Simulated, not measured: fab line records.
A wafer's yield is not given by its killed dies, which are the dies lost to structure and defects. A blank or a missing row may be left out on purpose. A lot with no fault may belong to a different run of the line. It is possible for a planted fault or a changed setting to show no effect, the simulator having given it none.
2 desks looking at one fault | flow nand harc | what lay behind the numbers comes last; until then each desk has only its own

## AT THE TOOL OWNER'S DESK: pvd sputter-01
The tool's own readings at NHARC_THIN_TSV_PVD_51 (deposits Cu, target thk 100 nm): means of the sampled wafers that have a number, for each lot that ran on this tool. If a lot's mean is further than 4 standard deviations from the usual mean, the lot is out of limits and carries the mark OUT (the distance appears in the brackets).
Columns: A = chamber pressure pa at NHARC_THIN_TSV_PVD_51, usual 5.000 Pa; B = throttle valve pct at NHARC_THIN_TSV_PVD_51, usual 30.2 %
lot  | first seen here | A     | B
L368 | day 26 05:01    | 4.989 | 31.0
L375 | day 29 01:17    | 5.000 | 30.8
This desk's verdict: no lot among the 2 shows anything out of limits.

## METROLOGY DESK
What the gauges read for every lot (on any tool): the sampled wafers with a number, averaged. If a lot's mean is further than 4 standard deviations from the usual mean, the lot is out of limits and carries the mark OUT (the distance appears in the brackets).
Columns: A = cd nm at NHARC_THIN_TSV_CD_MEAS_37, usual 4999 nm
lot  | first seen here | A
L364 | day 24 12:45    | 5001
L363 | day 24 18:05    | 5000
L365 | day 24 20:26    | 5000
L368 | day 26 09:09    | 4996
L375 | day 29 05:25    | 4997
L379 | day 30 06:53    | 5002
L378 | day 31 03:16    | 5002
L381 | day 31 04:29    | 4999
L380 | day 31 15:38    | 4999
L383 | day 32 02:03    | 4996
L384 | day 33 03:06    | 5001
L385 | day 33 20:52    | 4997
L386 | day 34 16:06    | 4998
This desk's verdict: no lot among the 13 shows anything out of limits.

## TAKEN TOGETHER
The tool owner's desk saw nothing out of limits.
At the metrology desk, nothing out of limits was observed.

## WHAT THE SIMULATOR PUT IN
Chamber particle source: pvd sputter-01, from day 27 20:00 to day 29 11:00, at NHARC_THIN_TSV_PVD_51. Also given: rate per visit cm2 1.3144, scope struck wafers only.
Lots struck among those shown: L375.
